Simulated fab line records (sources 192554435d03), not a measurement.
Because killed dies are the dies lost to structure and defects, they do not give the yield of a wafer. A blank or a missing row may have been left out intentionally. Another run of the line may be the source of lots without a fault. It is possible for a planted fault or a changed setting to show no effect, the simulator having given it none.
Split-lot study :: flow n5_finfet :: 21 wafers read from 7 lots, route of 1938 steps

ON THE SPLIT
At N5_BEOL_M8_TRENCH_ETCH_37 (etches SiCOH lowk in C4F6/O2, target depth 93.478 nm, time 31.2 s), the setting bias_w was moved away from the recipe's 185 W on 8 of the 21 wafers read, by -16.6% to +16.8%. This setting was run at the recipe's value on the other wafers.

Reading taken at the split's own step.

THE READING
rf_vpp_V, in V, at N5_BEOL_M8_TRENCH_ETCH_37 (etches SiCOH lowk in C4F6/O2, target depth 93.478 nm, time 31.2 s). A value of 665 V with a standard deviation of 15 V is what fault-free wafers of this fab line usually give.

wafer: L079.2
tool, chamber at the split: rie_diel-06, 1
bias_w as run, W: 154.3
against the recipe: -16.6%
rf_vpp_V, V: 566
against lot-mates on the recipe: -101

wafer: L079.3
tool, chamber at the split: rie_diel-06, 3
bias_w as run, W: 185
against the recipe: recipe
rf_vpp_V, V: 670
against lot-mates on the recipe: -

wafer: L079.5
tool, chamber at the split: rie_diel-06, 0
bias_w as run, W: 185
against the recipe: recipe
rf_vpp_V, V: 664
against lot-mates on the recipe: -

wafer: L078.1
tool, chamber at the split: rie_diel-06, 3
bias_w as run, W: 197.2
against the recipe: +6.6%
rf_vpp_V, V: 704
against lot-mates on the recipe: +50

wafer: L078.3
tool, chamber at the split: rie_diel-06, 1
bias_w as run, W: 185
against the recipe: recipe
rf_vpp_V, V: 655
against lot-mates on the recipe: -

wafer: L078.6
tool, chamber at the split: rie_diel-06, 1
bias_w as run, W: 185
against the recipe: recipe
rf_vpp_V, V: 652
against lot-mates on the recipe: -

wafer: L082.2
tool, chamber at the split: rie_diel-05, 3
bias_w as run, W: 216
against the recipe: +16.8%
rf_vpp_V, V: 764
against lot-mates on the recipe: no lot-mate on the recipe

wafer: L082.3
tool, chamber at the split: rie_diel-05, 1
bias_w as run, W: 216
against the recipe: +16.8%
rf_vpp_V, V: 724
against lot-mates on the recipe: no lot-mate on the recipe

wafer: L082.4
tool, chamber at the split: rie_diel-05, 0
bias_w as run, W: 216
against the recipe: +16.8%
rf_vpp_V, V: 759
against lot-mates on the recipe: no lot-mate on the recipe

wafer: L091.1
tool, chamber at the split: rie_diel-05, 2
bias_w as run, W: 185
against the recipe: recipe
rf_vpp_V, V: 689
against lot-mates on the recipe: -

wafer: L091.2
tool, chamber at the split: rie_diel-05, 3
bias_w as run, W: 185
against the recipe: recipe
rf_vpp_V, V: 674
against lot-mates on the recipe: -

wafer: L091.6
tool, chamber at the split: rie_diel-05, 2
bias_w as run, W: 185
against the recipe: recipe
rf_vpp_V, V: 689
against lot-mates on the recipe: -

wafer: L094.1
tool, chamber at the split: rie_diel-06, 2
bias_w as run, W: 185
against the recipe: recipe
rf_vpp_V, V: 666
against lot-mates on the recipe: -

wafer: L094.4
tool, chamber at the split: rie_diel-06, 0
bias_w as run, W: 214.1
against the recipe: +15.7%
rf_vpp_V, V: 742
against lot-mates on the recipe: +78

wafer: L094.5
tool, chamber at the split: rie_diel-06, 0
bias_w as run, W: 185
against the recipe: recipe
rf_vpp_V, V: 662
against lot-mates on the recipe: -

wafer: L095.1
tool, chamber at the split: rie_diel-04, 3
bias_w as run, W: 166.6
against the recipe: -9.9%
rf_vpp_V, V: 615
against lot-mates on the recipe: -42

wafer: L095.2
tool, chamber at the split: rie_diel-04, 0
bias_w as run, W: 185
against the recipe: recipe
rf_vpp_V, V: 657
against lot-mates on the recipe: -

wafer: L095.6
tool, chamber at the split: rie_diel-04, 2
bias_w as run, W: 166.6
against the recipe: -9.9%
rf_vpp_V, V: 625
against lot-mates on the recipe: -32

wafer: L097.2
tool, chamber at the split: rie_diel-04, 0
bias_w as run, W: 185
against the recipe: recipe
rf_vpp_V, V: 655
against lot-mates on the recipe: -

wafer: L097.4
tool, chamber at the split: rie_diel-04, 2
bias_w as run, W: 185
against the recipe: recipe
rf_vpp_V, V: 681
against lot-mates on the recipe: -

wafer: L097.5
tool, chamber at the split: rie_diel-04, 0
bias_w as run, W: 185
against the recipe: recipe
rf_vpp_V, V: 656
against lot-mates on the recipe: -

THE FIT
A straight line over all 21 wafers: rf_vpp_V changes by +5.1 V for each +1% of bias_w; r = +0.96; the points scatter about the line by 13 V.
The same after taking each lot's own level away (the mean of its wafers on the recipe; 18 wafers): +5.23 V for each +1%; r = +0.96; scatter 9.8 V.
Per that fit: largest bias_w move, reading shift of 88 V.
Across the lots, their own levels run from 653.5 to 684.0 V, a range of 2.0 times the standard deviation given above.
The two slopes are in agreement: the lot-to-lot level therefore moves the slope only a little.
Check: with one of the wafers moved furthest among these (-16.6%) left out of the fit, the line predicts -75.2 V for it against its lot-mates. It came out at -101 V against them.
Tool readings at the split's step, against how far the setting was moved: rf_vpp_V r = +0.96.

OTHER SPLITS ON THESE WAFERS
Note: prior to the reading, these wafers also went through further splits. Each is held against what the fit with the lots' levels taken away leaves over:
other split on the same wafers: N5_BEOL_M7_HM_DEP_02 target_thk_a
wafers away from the commonest value: 7
r with rf_vpp_V (lot level and that fit taken away): +0.24

other split on the same wafers: N5_BEOL_M8_ETCH_62 source_w
wafers away from the commonest value: 6
r with rf_vpp_V (lot level and that fit taken away): +0.10

other split on the same wafers: N5_BEOL_M8_COAT_22 spin_rpm
wafers away from the commonest value: 4
r with rf_vpp_V (lot level and that fit taken away): -0.22

FILE'S OWN FIT
rf_vpp_V changes by +5.42 V for each +1% of bias_w, r = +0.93.
